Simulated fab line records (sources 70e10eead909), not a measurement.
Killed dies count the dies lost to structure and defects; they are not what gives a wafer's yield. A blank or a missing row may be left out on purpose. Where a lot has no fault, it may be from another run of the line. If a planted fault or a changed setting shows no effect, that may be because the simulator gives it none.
Code-filled problem report in 8D (eight disciplines) form	flow nandHarc	the parts of the form that need people (team, actions taken, sign-off) are left out

== 1. THE PROBLEM ==
At NHARC_A_ONON_D1_THK_MEAS_08, thkNm averages 725 nm over 4 wafers from 2 lots, while fault-free wafers read 1004 nm, standard deviation 11. Relative to the usual mean, that is a shift of -25 standard deviations.
The step: measures by ellipsometry.
First observed at day 13 14:53: wafer L945.2, on filmMetro-02. The record has a number at this step for 42 wafers belonging to 14 lots. Rule for "out" (also "out of limits"): further than 4 standard deviations from the usual mean. All remaining wafers that have a number are taken as sound.

== 2. WHAT IT IS, AND WHAT IT ISN'T ==
question	is	is not
which readings at this step	thkNm	-
which lots	L945, L946	L932, L933, L934, L935, L936, L937, L939, L940, L950, L952, L953, L954
which wafers of those lots	L945.2, L945.5, L946.2, L946.6	L945.3, L946.4
read on which gauges	filmMetro-02	filmMetro-01
when	from day 13 14:53	up to then (25 sound wafers); but 13 sound wafers of L946, L950, L952, L953, L954 came after

== 3. WHAT RULES OUT EACH SUSPECT ==
Counting: any tool at a process step up to the reading remains a suspect provided it ran every lot that is out. Sound lots after the first of them don't rule it out here, since some wafers of a struck lot are sound.
- the gauge at NHARC_A_ONON_D1_THK_MEAS_08: kept. All the wafers that are out were read on filmMetro-02, and no step on other tools shows them out.
- rieSi-03 at NHARC_A_ZERO_WELL_ETCH_13 (etches the open film in HBr/Cl2, target depth 120 nm, time 40.1 s): kept. It processed each lot that is out (first: L945, day 12 16:37); up to then, its last sound lot is L940 (day 10 17:45).
- pecvdOnon-03 at NHARC_A_ONON_D1_DEP_06 (target thk 1000 nm): kept. It processed each lot that is out (first: L945, day 13 14:26); up to then, its last sound lot is L939 (day 11 12:37).
Still standing after the count: rieSi-03 at NHARC_A_ZERO_WELL_ETCH_13, pecvdOnon-03 at NHARC_A_ONON_D1_DEP_06, filmMetro-02 at NHARC_A_ONON_D1_THK_MEAS_08.

== 4. THE CAUSE (what the simulator had put in) ==
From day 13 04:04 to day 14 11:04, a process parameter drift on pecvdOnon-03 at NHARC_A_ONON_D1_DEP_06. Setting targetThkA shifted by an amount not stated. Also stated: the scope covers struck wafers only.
Counting left 3 suspects, and this tool is among them.

== 5. THE CHAIN OF EFFECTS, in route order ==
Each row: a reading where the mean over the struck wafers with a number is more than 3 standard deviations away from the usual. Readings are gone through only where the record gives a usual standard deviation; hours: the median, over the lots, of the time from a lot's start at the first step in this table giving one to that lot's start at this step; sigmas: the change measured in usual standard deviations.
hours	step	reading	usual	on struck wafers	change	sigmas
0	NHARC_A_ONON_D1_THK_MEAS_08	thkNm	1004 nm	725	-279	-25
Later measuring or inspecting steps at which every struck wafer that the step has a row for has a number for every such reading, and none has moved that far: NHARC_A_ONON_D1_THK_MEAS_14.

== 6. HOW IT WOULD HAVE BEEN CAUGHT EARLIER ==
11 hours passed between the start of the fault at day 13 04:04 and the first reading out of limits at a measuring or inspecting step in this record, taken at day 13 14:53.
Among the 2 lots that are out, L946 began NHARC_A_ONON_D1_DEP_06 on pecvdOnon-03 after day 13 14:53. A tool hold placed at that time would have kept it from harm.
